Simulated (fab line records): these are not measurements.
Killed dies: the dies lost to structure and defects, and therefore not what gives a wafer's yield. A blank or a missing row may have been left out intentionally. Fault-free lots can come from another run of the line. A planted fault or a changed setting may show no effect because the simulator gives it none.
fab line records	flow n5-finfet
record lots=10	wafers=28	last-day=17
route steps=1938 shown BEOL_M1@766 BEOL_M4@1111 PASSIVATION@1936
lots that met no fault: taken from a fault-free run of the same line
start-h: hours from the record's opening day to when the first of the lot's shown wafers began	wait-h: hours since the lot's step before	" repeats the value in the row above	L1.1+2: several wafers, shown together as one row	- value missing, or start not given	* or withheld: withheld	< > ~ a bound
route shown NAME@n: NAME is a module with steps in the file, n the number in the route of the first one	usual: mean/standard deviation taken from wafers without a fault	same: alike in all rows	chamber/n: place in a boat	sites: per-site readings	_std_site: standard deviation across them	_edge_site: the outer-site mean with the inner-site mean subtracted	radius-mm: how far each site lies from the wafer's centre	mask NAME#n: copy n	behind: tool/chamber where the wafer was last shaped	hold: the reason the lot was held/the length of the hold in hours/how it ended	device: the transistor (n, p or np) that didn't switch	end of line: the route-end tests of the same wafers	a step with no rows: only its recipe	killed: dies lost to structure and defects at the first sort, not the wafer's yield	map: the dies of a wafer, with x for killed, . for not killed, _ for no die there
set.NAME: the setting as run; set.NAME@STEP: as run at that earlier step	model.NAME: the simulator's own value behind a step, which no gauge read
the route's steps for a sample of lots (tables are steps, rows are wafers)
services: a tool's chamber out of use, with start hour (start-h, from the record's first day; less than 0 if before it), hours out, and reason
## steps
# step N5_BEOL_M1_INSPECT_13
# recipe mode=adi	inspect-instrument=brightfield
# usual raw-defect-count=450/100
lot.wafer	tool	chamber	start-h	wait-h	raw-defect-count
L130.3	defect-inspect-02	-	128.41	0.0	454
L130.4	"	-	"	"	451
L130.6	"	-	"	"	337
L133.2	defect-inspect-02	-	150.64	0.0	485
L133.4	"	-	"	"	408
L133.6	"	-	"	"	570
L138.2	defect-inspect-01	-	207.84	0.0	503
L138.3	"	-	"	"	482
L139.1	defect-inspect-01	-	208.54	0.1	498
L139.2	"	-	"	"	532
L141.1	defect-inspect-02	-	211.66	0.1	629
L141.3	"	-	"	"	635
L141.4	"	-	"	"	517
L143.3	defect-inspect-01	-	214.22	0.0	547
L143.5	"	-	"	"	660
L143.6	"	-	"	"	433
L144.3	defect-inspect-02	-	217.19	0.1	501
L144.5	"	-	"	"	468
L144.6	"	-	"	"	713
L146.1	defect-inspect-02	-	229.30	0.1	571
L146.3	"	-	"	"	499
L146.5	"	-	"	"	501
L150.2	defect-inspect-01	-	255.73	0.0	509
L150.5	"	-	"	"	440
L150.6	"	-	"	"	405
L151.2	defect-inspect-01	-	256.32	0.0	490
L151.3	"	-	"	"	532
L151.5	"	-	"	"	581
# step N5_BEOL_M1_ETCH_63
# recipe chemistry=CF4	target=SiARC	target-depth-a=156	mask-material=CAR-EUV	time-s=26	ion-energy-ev=80	pressure-mtorr=40	source-w=545	bias-w=36	Ar_flow_sccm=100	cf4-flow-sccm=100	ends=cleared
# usual cf4-flow-sccm=100.00/0.29	drypump-motor-current-A=5.7/0.45	etch-rf-on-time-s=25.7/0.58	oes-product-au=0.68/0.081	rf-vpp-V=184.5/1.3	showerhead-plenum-p-Torr=2.17/0.08	throttle-valve-pct=15.66/0.24
lot.wafer	tool	chamber	start-h	wait-h	cf4-flow-sccm	drypump-motor-current-A	etch-rf-on-time-s	oes-product-au	rf-hours-counter-h	rf-vpp-V	showerhead-plenum-p-Torr	throttle-valve-pct
L130.3	rie-diel-01	3	128.91	0.0	99.42	6.4	27.1	0.57	249	184.0	2.19	15.59
L130.4	"	3	"	"	99.71	6.4	27.1	0.59	-	185.8	2.19	15.59
L130.6	"	2	"	"	99.80	5.5	25.6	0.63	-	183.9	2.22	15.82
L133.2	rie-diel-06	1	150.72	0.0	100.24	5.2	25.3	0.71	57	185.4	2.26	15.78
L133.4	"	2	"	"	99.99	6.2	24.5	0.61	202	185.1	2.20	15.43
L133.6	"	2	"	"	99.96	6.2	24.4	0.61	-	183.7	2.20	15.46
L138.2	rie-diel-06	2	208.50	0.0	99.59	6.2	25.2	0.60	222	184.9	2.20	15.50
L138.3	"	1	"	"	99.82	5.2	25.6	0.69	76	184.5	2.25	15.83
L139.1	rie-diel-02	0	208.69	0.0	100.26	5.7	25.7	0.62	189	184.1	2.21	15.92
L139.2	"	3	"	"	100.09	6.3	25.9	0.64	141	184.0	1.96	15.62
L141.1	rie-diel-01	1	211.85	0.0	100.09	5.2	26.5	0.58	222	185.4	2.22	15.93
L141.3	"	3	"	"	99.72	6.3	26.5	0.75	13	186.0	2.18	15.11
L141.4	"	3	"	"	99.94	6.4	26.3	0.76	-	183.9	2.18	15.09
L143.3	rie-diel-06	1	214.31	0.0	99.93	5.2	25.7	0.69	79	186.6	2.25	15.83
L143.5	"	2	"	"	99.74	6.2	24.8	0.59	-	184.5	2.20	15.50
L143.6	"	3	"	"	99.99	5.1	24.6	0.81	-	183.6	2.11	15.54
L144.3	rie-diel-06	3	217.28	0.0	100.19	5.1	25.1	0.80	18	183.7	2.11	15.51
L144.5	"	3	"	"	100.17	5.1	24.9	0.80	-	183.3	2.11	15.50
L144.6	"	0	"	"	99.70	5.5	25.7	0.76	-	184.0	2.10	15.45
L146.1	rie-diel-01	1	229.41	0.0	99.74	5.2	26.4	0.58	229	185.2	2.22	15.97
L146.3	"	3	"	"	99.96	6.4	26.2	0.75	20	184.8	2.18	15.12
L146.5	"	3	"	"	99.72	6.3	26.4	0.74	-	184.0	2.18	15.12
L150.2	rie-diel-01	2	255.84	0.0	100.67	5.5	25.7	0.60	238	183.3	2.20	15.89
L150.5	"	1	"	"	99.96	5.2	26.6	0.57	-	184.3	2.22	15.97
L150.6	"	0	"	"	100.08	5.9	25.9	0.78	-	183.0	2.09	15.49
L151.2	rie-diel-01	1	256.44	0.0	99.95	5.2	26.6	0.57	241	185.9	2.22	15.97
L151.3	"	0	"	"	99.93	5.9	25.6	0.78	11	182.8	2.09	15.50
L151.5	"	1	"	"	100.00	5.2	26.6	0.57	-	185.7	2.22	15.97
# step N5_BEOL_M1_COAT_76
# recipe resist=underlayer	temp-c=205	time-s=60	spin-rpm=1500	resist-thk-nm=5
# usual chill-plate-temp-C=23.00/0.092	run-length-s=66.17/0.21
lot.wafer	tool	chamber	start-h	wait-h	chill-plate-temp-C	run-length-s
L130.3	litho-track-04	0	129.33	-	23.15	66.32
L130.4	"	0	"	"	22.95	66.31
L130.6	"	0	"	"	22.98	66.21
L133.2	litho-track-04	0	151.14	-	23.05	66.47
L133.4	"	0	"	"	22.83	66.63
L133.6	"	0	"	"	22.99	66.25
L138.2	litho-track-04	0	208.98	-	23.00	83.01
L138.3	"	0	"	"	23.03	82.97
L139.1	litho-track-04	0	209.25	-	22.96	66.38
L139.2	"	0	"	"	22.99	83.11
L141.1	litho-track-04	0	212.27	-	22.87	66.41
L141.3	"	0	"	"	23.10	83.07
L141.4	"	0	"	"	23.22	66.26
L143.3	litho-track-01	0	214.96	-	23.03	66.15
L143.5	"	0	"	"	22.97	65.96
L143.6	"	0	"	"	23.13	65.90
L144.3	litho-track-01	0	217.79	-	22.85	65.99
L144.5	"	0	"	"	22.83	65.84
L144.6	"	0	"	"	22.88	65.84
L146.1	litho-track-01	0	229.92	-	23.07	66.11
L146.3	"	0	"	"	23.04	66.11
L146.5	"	0	"	"	22.97	66.18
L150.2	litho-track-05	0	256.26	-	23.06	66.15
L150.5	"	0	"	"	22.89	65.95
L150.6	"	0	"	"	23.04	66.10
L151.2	litho-track-01	0	256.87	-	23.08	66.00
L151.3	"	0	"	"	23.21	65.85
L151.5	"	0	"	"	23.06	66.02
# step N5_BEOL_M1_ETCH_77
# recipe chemistry=N2/H2	target=underlayer	target-depth-a=65	mask-material=CAR-EUV	time-s=5.2	ion-energy-ev=200	pressure-mtorr=30	source-w=840	bias-w=150	n2-flow-sccm=200	h2-flow-sccm=200	ends=cleared
# usual drypump-motor-current-A=5.7/0.43	etch-rf-on-time-s=5.19/0.13	oes-product-au=0.67/0.076	rf-vpp-V=525/3.1	showerhead-plenum-p-Torr=2.58/0.1	throttle-valve-pct=18.02/0.27
lot.wafer	tool	chamber	start-h	wait-h	drypump-motor-current-A	etch-rf-on-time-s	oes-product-au	rf-hours-counter-h	rf-vpp-V	showerhead-plenum-p-Torr	throttle-valve-pct
L130.3	rie-diel-01	3	129.77	0.0	6.4	5.41	0.57	250	526	2.62	17.96
L130.4	"	1	"	"	5.2	5.38	0.60	191	526	2.64	18.09
L130.6	"	3	"	"	6.4	5.43	0.57	-	526	2.62	17.93
L133.2	rie-diel-01	1	151.70	0.0	5.2	5.40	0.58	198	525	2.64	18.11
L133.4	"	0	"	"	5.9	5.32	0.60	-	522	2.55	18.57
L133.6	"	2	"	"	5.5	5.15	0.63	-	524	2.62	18.01
L138.2	rie-diel-01	2	209.65	0.0	5.5	5.15	0.62	222	525	2.61	18.05
L138.3	"	1	"	"	5.2	5.32	0.58	221	525	2.63	18.19
L139.1	rie-diel-02	0	209.83	0.0	5.7	5.12	0.62	190	525	2.67	18.46
L139.2	"	3	"	"	6.3	5.22	0.64	142	518	2.33	18.01
L141.1	rie-diel-02	0	212.83	0.0	5.7	5.11	0.62	191	528	2.67	18.44
L141.3	"	2	"	"	5.7	5.16	0.75	46	527	2.71	18.07
L141.4	"	3	"	"	6.3	5.23	0.64	-	519	2.33	18.01
L143.3	rie-diel-06	0	215.41	0.0	5.5	5.10	0.77	25	523	2.48	17.73
L143.5	"	3	"	"	5.1	5.02	0.80	-	523	2.51	17.78
L143.6	"	2	"	"	6.2	5.04	0.59	-	525	2.62	17.86
L144.3	rie-diel-01	2	218.23	0.0	5.5	5.06	0.62	225	524	2.61	18.06
L144.5	"	2	"	"	5.5	5.08	0.61	-	526	2.61	18.06
L144.6	"	1	"	"	5.2	5.27	0.59	-	527	2.63	18.14
L146.1	rie-diel-01	0	230.60	0.0	5.9	5.17	0.82	0	524	2.54	18.14
L146.3	"	1	"	"	5.2	5.38	0.57	230	524	2.62	18.16
L146.5	"	3	"	"	6.4	5.41	0.74	-	527	2.61	17.51
L150.2	rie-diel-01	1	256.84	0.0	5.2	5.39	0.58	241	527	2.62	18.20
L150.5	"	2	"	"	5.5	5.20	0.60	-	525	2.60	18.06
L150.6	"	1	"	"	5.2	5.39	0.57	-	525	2.62	18.18
L151.2	rie-diel-01	2	257.31	0.0	5.5	5.14	0.61	238	524	2.60	18.06
L151.3	"	3	"	"	6.4	5.41	0.71	31	526	2.60	17.51
L151.5	"	3	"	"	6.4	5.35	0.72	-	527	2.60	17.55
# step N5_BEOL_M4_RC_MEAS_101
# usual DIBL_N=36.2/2.4	DIBL_P=36.2/2.6	IOFF_N=0.16/0.045	IOFF_P=0.21/0.046	ION_N=674/17	ION_P=463/11	SS_N=71.5/0.77	SS_P=73.1/0.76	VT_N=250/3.9	VT_P=-250/3.9
lot.wafer	tool	chamber	start-h	wait-h	DIBL_N[mV/V]	DIBL_P[mV/V]	IOFF_N[nA/um]	IOFF_P[nA/um]	ION_N[uA/um]	ION_P[uA/um]	SS_N[mV/dec]	SS_P[mV/dec]	VT_N[mV]	VT_P[mV]
L130.3	prober-02	0	162.94	0.3	32.4	31.4	0.10	0.13	667	456	69.5	71.9	254	-258
L130.4	"	0	"	"	30.5	28.2	0.07	0.10	649	448	69.5	70.9	261	-261
L130.6	"	0	"	"	37.0	37.0	0.18	0.20	678	463	71.2	73.7	249	-252
L133.2	prober-01	0	185.97	0.2	37.8	36.7	0.15	0.17	669	445	72.4	73.7	253	-258
L133.4	"	0	"	"	38.2	37.9	0.16	0.20	678	464	71.1	74.5	250	-256
L133.6	"	0	"	"	36.8	35.4	0.12	0.16	644	438	72.1	73.0	257	-257
L138.2	prober-01	0	243.67	0.2	40.9	41.8	0.28	0.27	720	480	72.5	74.7	244	-247
L138.3	"	0	"	"	37.9	38.4	0.17	0.20	669	458	71.7	74.6	251	-252
L139.1	prober-02	0	245.65	0.0	34.9	35.3	0.14	0.21	678	467	71.3	72.5	250	-248
L139.2	"	0	"	"	37.4	36.0	0.19	0.22	669	460	72.6	73.1	248	-251
L141.1	prober-01	0	249.60	0.0	37.6	36.0	0.17	0.26	671	466	71.2	73.7	250	-246
L141.3	"	0	"	"	31.5	28.5	0.09	0.14	648	451	69.6	72.5	254	-254
L141.4	"	0	"	"	36.7	34.3	0.17	0.23	681	471	71.2	73.0	246	-243
L143.3	prober-01	0	254.58	0.3	39.9	39.5	0.23	0.33	676	469	73.1	74.4	246	-244
L143.5	"	0	"	"	36.7	35.6	0.16	0.24	674	469	71.7	73.7	250	-247
L143.6	"	0	"	"	36.6	35.2	0.16	0.24	696	476	71.7	73.8	250	-246
L144.3	prober-01	0	257.52	0.3	35.7	38.0	0.18	0.21	688	468	71.6	73.2	247	-251
L144.5	"	0	"	"	34.6	36.0	0.16	0.18	691	468	71.2	72.8	248	-252
L144.6	"	0	"	"	36.0	37.9	0.16	0.20	665	458	71.8	73.8	250	-252
L146.1	prober-02	0	276.63	0.0	37.7	38.1	0.20	0.25	704	477	71.0	74.4	247	-249
L146.3	"	0	"	"	38.0	37.1	0.19	0.23	680	468	71.1	73.9	249	-250
L146.5	"	0	"	"	38.6	38.9	0.20	0.26	692	468	72.1	73.7	247	-247
L150.2	prober-01	0	300.46	0.2	34.8	33.8	0.12	0.17	681	468	71.7	72.6	251	-254
L150.5	"	0	"	"	37.0	35.0	0.15	0.19	644	444	71.8	72.1	253	-253
L150.6	"	0	"	"	40.3	41.5	0.24	0.32	707	482	72.2	73.8	243	-244
L151.2	prober-02	0	309.45	0.2	35.4	35.4	0.14	0.22	663	456	70.9	73.0	250	-248
L151.3	"	0	"	"	33.3	32.2	0.10	0.17	647	452	70.8	72.6	258	-251
L151.5	"	0	"	"	34.5	34.5	0.13	0.21	674	474	71.5	72.9	255	-250
# step N5_PASSIVATION_PROBE_49
# usual defect-limited-yield=91.2/1.4	killed_at_M0_to_M3=33/9.5	killed_at_M4_up=13/4.7	killed-at-contacts=11/5.3	killed-at-front-end=42/12	killed-at-other=5/3.3	killed-dies=104/17	killed-open=67/12	killed-short=33/7.7	sort_bin_4_leakage=0.01/0.058	sort_bin_5_function=5.1/0.94	sort_bin_6_memory=3.3/0.67	sort_bin_8_speed=0.1/1.3	sort-n-pass=1074/24	sort-yield-pct=91.1/2
# same gross-dies=1180	killed-at-back-side=0
lot.wafer	tool	chamber	start-h	wait-h	defect-limited-yield[%]	killed_at_M0_to_M3	killed_at_M4_up	killed-at-contacts	killed-at-front-end	killed-at-other	killed-dies	killed-open	killed-short	sort_bin_4_leakage[%]	sort_bin_5_function[%]	sort_bin_6_memory[%]	sort_bin_8_speed[%]	sort-n-pass	sort-yield-pct[%]
L130.3	prober-01	-	241.67	0.1	90.8	37	16	10	41	5	109	68	36	0	5.5	3.3	0	1071	90.8
L130.4	prober-01	-	241.72	0.2	92.6	38	10	12	23	4	87	61	23	0	4.4	2.7	0.1	1092	92.5
L130.6	prober-01	-	241.82	0.3	91.6	28	18	17	33	3	99	69	25	0	4.8	3.0	0.1	1081	91.6
L133.2	prober-01	-	275.85	0.1	92.2	29	14	6	38	5	92	61	26	0	3.9	3.5	0	1088	92.2
L133.4	prober-01	-	275.95	0.2	93.6	23	5	6	40	2	76	44	31	0	3.3	2.9	0	1104	93.6
L133.6	prober-01	-	276.05	0.3	89.7	34	12	6	65	4	121	81	34	0	5.8	3.6	0.4	1054	89.3
L138.2	prober-02	-	366.46	0.1	88.1	41	15	21	61	2	140	94	44	0.08	6.7	5.0	0	1039	88.1
L138.3	prober-02	-	366.51	0.1	90.5	33	5	10	61	3	112	69	42	0	5.3	3.6	0	1068	90.5
L141.1	prober-02	-	370.59	0.0	92.1	26	9	17	37	4	93	61	27	0	4.3	3.3	0	1087	92.1
L141.3	prober-02	-	370.69	0.1	90.0	28	18	23	47	2	118	72	44	0	6.3	3.4	0.2	1060	89.8
L141.4	prober-02	-	370.74	0.2	90.0	20	9	21	66	2	118	70	46	0	5.9	3.7	0	1062	90.0
L139.1	prober-01	-	371.56	0.0	91.7	25	11	10	49	3	98	61	34	0	4.4	3.7	0	1082	91.7
L139.2	prober-01	-	371.61	0.1	90.0	39	17	5	52	5	118	72	38	0	6.4	2.8	0	1062	90.0
L143.3	prober-01	-	376.74	0.1	88.8	55	21	11	45	0	132	85	47	0	6.9	3.9	0	1048	88.8
L143.5	prober-01	-	376.84	0.2	90.8	38	21	16	31	2	108	70	37	0	6.4	2.5	0	1072	90.8
L143.6	prober-01	-	376.89	0.3	91.9	43	20	8	23	2	96	62	27	0	3.9	3.3	0	1084	91.9
L144.3	prober-02	-	388.14	0.1	90.3	41	11	13	45	4	114	82	31	0	6.0	3.6	0	1066	90.3
L144.5	prober-02	-	388.24	0.2	92.9	30	15	7	26	6	84	50	33	0	4.2	2.6	0	1096	92.9
L144.6	prober-02	-	388.29	0.3	93.2	31	15	10	16	8	80	50	25	0	4.3	2.4	0	1100	93.2
L146.1	prober-01	-	391.96	0.0	89.8	48	18	9	41	4	120	72	48	0	5.5	4.3	0	1060	89.8
L146.3	prober-01	-	392.06	0.1	92.3	20	7	17	40	7	91	56	34	0	4.7	2.7	0	1089	92.3
L146.5	prober-01	-	392.16	0.2	90.3	32	14	13	47	8	114	75	35	0	5.7	3.2	0	1066	90.3
L150.2	prober-01	-	408.00	0.1	91.4	33	14	2	49	3	101	67	32	0	5.4	2.8	0	1079	91.4
L150.5	prober-01	-	408.15	0.2	91.7	21	16	4	56	1	98	72	25	0	4.5	3.7	0.5	1076	91.2
L150.6	prober-01	-	408.20	0.3	91.6	29	13	3	53	1	99	81	18	0	5.3	2.9	0	1081	91.6
L151.2	prober-01	-	419.05	0.1	89.5	33	24	9	53	5	124	87	30	0	5.1	4.9	0	1056	89.5
L151.3	prober-01	-	419.10	0.1	90.8	45	9	13	40	2	109	73	36	0	5.8	3.3	0.1	1070	90.7
L151.5	prober-01	-	419.20	0.2	89.5	23	20	12	68	1	124	86	35	0	7.1	3.4	0	1056	89.5
# killed by level:class
L130.3 BEOL_M2:geometric-particle:open=16 FIN_SAQP:geometric-particle:open=12 MOL_CONTACT_COAG:geometric-particle:open=8 FIN_SAQP:geometric-particle:short=7 BEOL_M4:geometric-particle:open=6 BEOL_M0_SAQP:geometric-particle:short=6 BEOL_M3:geometric-particle:open=5 BEOL_M6:geometric-particle:open=4
L130.4 BEOL_M1:geometric-particle:open=13 MOL_CONTACT_COAG:geometric-particle:open=11 FIN_SAQP:geometric-particle:open=5 BEOL_M0_SAQP:geometric-particle:open=5 STI_FIN_REVEAL:geometric-particle:open=5 BEOL_M0_SAQP:geometric-particle:short=5 BEOL_M2:geometric-particle:open=5 BEOL_M4:geometric-particle:open=5
L130.6 MOL_CONTACT_COAG:geometric-particle:open=15 BEOL_M0_SAQP:geometric-particle:short=9 FIN_SAQP:geometric-particle:open=8 BEOL_M2:geometric-particle:open=7 BEOL_M0_SAQP:geometric-particle:open=6 DUMMY_GATE:geometric-particle:open=5 BEOL_M5:geometric-particle:open=5 HKMG_FIN:area-etch=4
L133.2 STI_FIN_REVEAL:geometric-particle:open=13 BEOL_M3:geometric-particle:open=7 MOL_CONTACT_COAG:geometric-particle:open=6 BEOL_M0_SAQP:geometric-particle:short=6 DUMMY_GATE:geometric-particle:open=5 FIN_SAQP:geometric-particle:open=4 BEOL_M7:geometric-particle:open=4 STI_FIN_REVEAL:geometric-particle:short=4
L133.4 STI_FIN_REVEAL:geometric-particle:open=8 FIN_SAQP:geometric-particle:open=5 BEOL_M3:geometric-particle:short=5 STARTING-WAFER:geometric-particle:open=5 BEOL_M0:geometric-particle:open=4 MOL_CONTACT_COAG:geometric-particle:open=4 BEOL_M2:geometric-particle:short=4 BEOL_M3:geometric-particle:open=4
L133.6 STI_FIN_REVEAL:geometric-particle:open=20 BEOL_M3:geometric-particle:open=12 FIN_SAQP:geometric-particle:short=8 DUMMY_GATE:geometric-particle:open=6 MOL_CONTACT_COAG:geometric-particle:open=6 BEOL_M2:geometric-particle:open=6 FIN_SAQP:geometric-particle:open=5 BEOL_M4:geometric-particle:open=5
L138.2 STI_FIN_REVEAL:geometric-particle:open=19 MOL_CONTACT_COAG:geometric-particle:open=19 FIN_SAQP:geometric-particle:short=13 BEOL_M0_SAQP:geometric-particle:short=11 BEOL_M0_SAQP:geometric-particle:open=8 DUMMY_GATE:geometric-particle:open=7 BEOL_M3:geometric-particle:open=7 BEOL_M2:geometric-particle:open=6
L138.3 STI_FIN_REVEAL:geometric-particle:open=12 FIN_SAQP:geometric-particle:short=10 BEOL_M3:geometric-particle:open=9 GATE_CUT:geometric-particle:short=8 MOL_CONTACT_COAG:geometric-particle:open=8 BEOL_M0_SAQP:geometric-particle:open=8 FIN_SAQP:geometric-particle:open=7 GATE_CUT:geometric-particle:open=7
L141.1 MOL_CONTACT_COAG:geometric-particle:open=14 FIN_SAQP:geometric-particle:open=11 FIN_SAQP:geometric-particle:short=10 BEOL_M0_SAQP:geometric-particle:open=7 BEOL_M2:geometric-particle:open=6 GATE_CUT:geometric-particle:short=5 BEOL_M3:geometric-particle:open=5 BEOL_M5:geometric-particle:open=5
L141.3 FIN_SAQP:geometric-particle:short=13 MOL_CONTACT_COAG:geometric-particle:open=12 MOL_CONTACT_COAG:geometric-particle:short=11 FIN_SAQP:geometric-particle:open=10 STI_FIN_REVEAL:geometric-particle:open=9 BEOL_M0_SAQP:geometric-particle:open=7 BEOL_M4:geometric-particle:open=7 BEOL_M0_SAQP:geometric-particle:short=6
L141.4 FIN_SAQP:geometric-particle:short=17 MOL_CONTACT_COAG:geometric-particle:open=17 FIN_SAQP:geometric-particle:open=16 GATE_CUT:geometric-particle:short=8 DUMMY_GATE:geometric-particle:short=7 GATE_CUT:geometric-particle:open=6 BEOL_M3:geometric-particle:open=6 STI_FIN_REVEAL:geometric-particle:open=5
L139.1 FIN_SAQP:geometric-particle:open=16 FIN_SAQP:geometric-particle:short=10 BEOL_M0_SAQP:geometric-particle:short=9 MOL_CONTACT_COAG:geometric-particle:open=9 DUMMY_GATE:geometric-particle:open=6 BEOL_M3:geometric-particle:open=6 BEOL_M4:geometric-particle:open=4 GATE_CUT:geometric-particle:open=3
L139.2 FIN_SAQP:geometric-particle:open=13 BEOL_M0_SAQP:geometric-particle:open=12 FIN_SAQP:geometric-particle:short=11 BEOL_M0_SAQP:geometric-particle:short=10 BEOL_M3:geometric-particle:open=8 BEOL_M4:geometric-particle:open=6 HKMG_FIN:area-etch=6 STI_FIN_REVEAL:geometric-particle:open=5
L143.3 BEOL_M0_SAQP:geometric-particle:short=15 BEOL_M0:geometric-particle:open=11 MOL_CONTACT_COAG:geometric-particle:open=11 BEOL_M4:geometric-particle:open=11 BEOL_M1:geometric-particle:open=10 ILD0:geometric-particle:short=9 STI_FIN_REVEAL:geometric-particle:open=8 BEOL_M2:geometric-particle:open=7
L143.5 MOL_CONTACT_COAG:geometric-particle:open=13 ILD0:geometric-particle:short=9 BEOL_M0_SAQP:geometric-particle:open=9 BEOL_M0_SAQP:geometric-particle:short=8 BEOL_M2:geometric-particle:open=7 BEOL_M4:geometric-particle:open=7 FIN_SAQP:geometric-particle:short=6 BEOL_M5:geometric-particle:open=6
L143.6 BEOL_M0_SAQP:geometric-particle:short=11 BEOL_M4:geometric-particle:open=10 BEOL_M0_SAQP:geometric-particle:open=9 MOL_CONTACT_COAG:geometric-particle:open=7 BEOL_M1:geometric-particle:open=7 BEOL_M2:geometric-particle:open=6 HKMG_FIN:area-etch=5 STI_FIN_REVEAL:geometric-particle:open=4
L144.3 STI_FIN_REVEAL:geometric-particle:open=17 BEOL_M2:geometric-particle:open=13 MOL_CONTACT_COAG:geometric-particle:open=10 BEOL_M4:geometric-particle:open=8 BEOL_M3:geometric-particle:open=6 FIN_SAQP:geometric-particle:open=5 DUMMY_GATE:geometric-particle:open=5 DUMMY_GATE:geometric-particle:short=4
L144.5 BEOL_M2:geometric-particle:open=8 FIN_SAQP:geometric-particle:short=7 BEOL_M0_SAQP:geometric-particle:short=7 BEOL_M4:geometric-particle:open=7 STI_FIN_REVEAL:geometric-particle:open=6 BEOL_M0_SAQP:geometric-particle:open=5 FIN_SAQP:geometric-particle:open=4 MOL_CONTACT_COAG:geometric-particle:short=4
L144.6 BEOL_M2:geometric-particle:open=8 BEOL_M0_SAQP:geometric-particle:open=8 MOL_CONTACT_COAG:geometric-particle:open=7 BEOL_M4:geometric-particle:open=7 BEOL_M0_SAQP:geometric-particle:short=6 FIN_SAQP:geometric-particle:open=5 MOL_CONTACT_COAG:geometric-particle:short=3 STARTING-WAFER:geometric-particle:short=3
L146.1 FIN_SAQP:geometric-particle:open=12 BEOL_M0_SAQP:geometric-particle:short=12 BEOL_M4:geometric-particle:open=9 BEOL_M0_SAQP:geometric-particle:open=9 BEOL_M1:geometric-particle:open=9 MOL_CONTACT_COAG:geometric-particle:open=8 BEOL_M3:geometric-particle:open=8 FIN_SAQP:geometric-particle:short=7
L146.3 MOL_CONTACT_COAG:geometric-particle:open=14 FIN_SAQP:geometric-particle:open=9 STI_FIN_REVEAL:geometric-particle:open=6 BEOL_M0_SAQP:geometric-particle:short=6 DUMMY_GATE:geometric-particle:open=5 FIN_SAQP:geometric-particle:short=4 BEOL_M0_SAQP:geometric-particle:open=4 STARTING-WAFER:geometric-particle:short=4
L146.5 FIN_SAQP:geometric-particle:open=15 MOL_CONTACT_COAG:geometric-particle:open=12 FIN_SAQP:geometric-particle:short=9 STI_FIN_REVEAL:geometric-particle:open=9 BEOL_M3:geometric-particle:open=9 BEOL_M1:geometric-particle:open=6 GATE_CUT:geometric-particle:short=5 BEOL_M3:geometric-particle:short=4
L150.2 FIN_SAQP:geometric-particle:open=17 BEOL_M3:geometric-particle:open=14 FIN_SAQP:geometric-particle:short=11 GATE_CUT:geometric-particle:short=4 BEOL_M0_SAQP:geometric-particle:open=4 BEOL_M4:geometric-particle:open=4 BEOL_M4:geometric-particle:short=4 STARTING-WAFER:geometric-particle:open=4
L150.5 FIN_SAQP:geometric-particle:open=29 DUMMY_GATE:geometric-particle:open=10 BEOL_M5:geometric-particle:open=5 FIN_SAQP:geometric-particle:short=4 BEOL_M2:geometric-particle:open=4 BEOL_M3:geometric-particle:open=4 BEOL_M4:geometric-particle:open=4 BEOL_M4:geometric-particle:short=4
L150.6 FIN_SAQP:geometric-particle:open=25 BEOL_M0_SAQP:geometric-particle:open=11 STI_FIN_REVEAL:geometric-particle:open=8 BEOL_M2:geometric-particle:open=7 FIN_SAQP:geometric-particle:short=6 STARTING-WAFER:geometric-particle:open=5 BEOL_M4:geometric-particle:open=4 GATE_CUT:geometric-particle:open=3
L151.2 STI_FIN_REVEAL:geometric-particle:open=16 BEOL_M4:geometric-particle:open=13 FIN_SAQP:geometric-particle:open=11 BEOL_M3:geometric-particle:open=9 BEOL_M0_SAQP:geometric-particle:open=8 MOL_CONTACT_COAG:geometric-particle:open=6 FIN_SAQP:geometric-particle:short=5 DUMMY_GATE:geometric-particle:open=4
L151.3 MOL_CONTACT_COAG:geometric-particle:open=12 STI_FIN_REVEAL:geometric-particle:open=11 BEOL_M2:geometric-particle:open=10 BEOL_M0_SAQP:geometric-particle:short=10 BEOL_M0_SAQP:geometric-particle:open=9 FIN_SAQP:geometric-particle:short=6 FIN_SAQP:geometric-particle:open=5 BEOL_M1:geometric-particle:open=4
L151.5 STI_FIN_REVEAL:geometric-particle:open=19 FIN_SAQP:geometric-particle:open=16 BEOL_M4:geometric-particle:open=10 MOL_CONTACT_COAG:geometric-particle:open=9 GATE_CUT:geometric-particle:short=8 BEOL_M0_SAQP:geometric-particle:short=8 FIN_SAQP:geometric-particle:short=7 BEOL_M0_SAQP:geometric-particle:open=7
## services
tool	chamber	start-h	hours	kind
rie-diel-01	1	109.26	19.6	repair
rie-diel-01	0	121.21	7.5	repair
rie-diel-06	0	123.19	-	clean
rie-diel-06	0	123.19	-	consumable-replace:focus-ring
rie-diel-06	0	123.19	19.6	scheduled-down
rie-diel-06	0	123.19	19.6	vent-cycle
rie-diel-01	3	148.32	7.9	repair
rie-diel-06	3	154.22	-	clean
rie-diel-06	3	154.22	-	consumable-replace:focus-ring
rie-diel-06	3	154.22	12.6	scheduled-down
rie-diel-06	3	154.22	12.6	vent-cycle
rie-diel-01	3	156.65	-	clean
rie-diel-01	3	156.65	-	consumable-replace:focus-ring
rie-diel-01	3	156.65	21.4	scheduled-down
rie-diel-01	3	156.65	21.4	vent-cycle
rie-diel-02	1	196.13	24.9	repair
rie-diel-01	0	211.47	-	clean
rie-diel-01	0	211.47	-	consumable-replace:focus-ring
rie-diel-01	0	211.47	18.4	scheduled-down
rie-diel-01	0	211.47	18.4	vent-cycle
rie-diel-01	2	218.89	6.3	repair
litho-track-05	-	219.40	-	consumable-replace:filter
rie-diel-06	2	227.39	4.3	repair
rie-diel-06	1	244.69	4.1	repair
## key
first-sign step=N5_BEOL_M1_COAT_76	reading=run-length-s	direction=up	sigmas=78	usual=*	struck=*
effect none on later readings
met-at N5_BEOL_M1_COAT_76
struck-lots L138,L139,L141
struck-wafers L138.2,L138.3,L139.2,L141.3
not-acting-at N5_BEOL_M1_INSPECT_13,N5_BEOL_M1_ETCH_63,N5_BEOL_M1_ETCH_77
onset-between 151.14 208.98
fault kind=process-parameter-drift	tool=litho-track-04	chamber=-	onset-h=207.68	steps=N5_BEOL_M1_COAT_76	channel=time-s	offset=*	shape=step	end-h=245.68	scope=struck-wafers-only	acts-in=*	stated=*
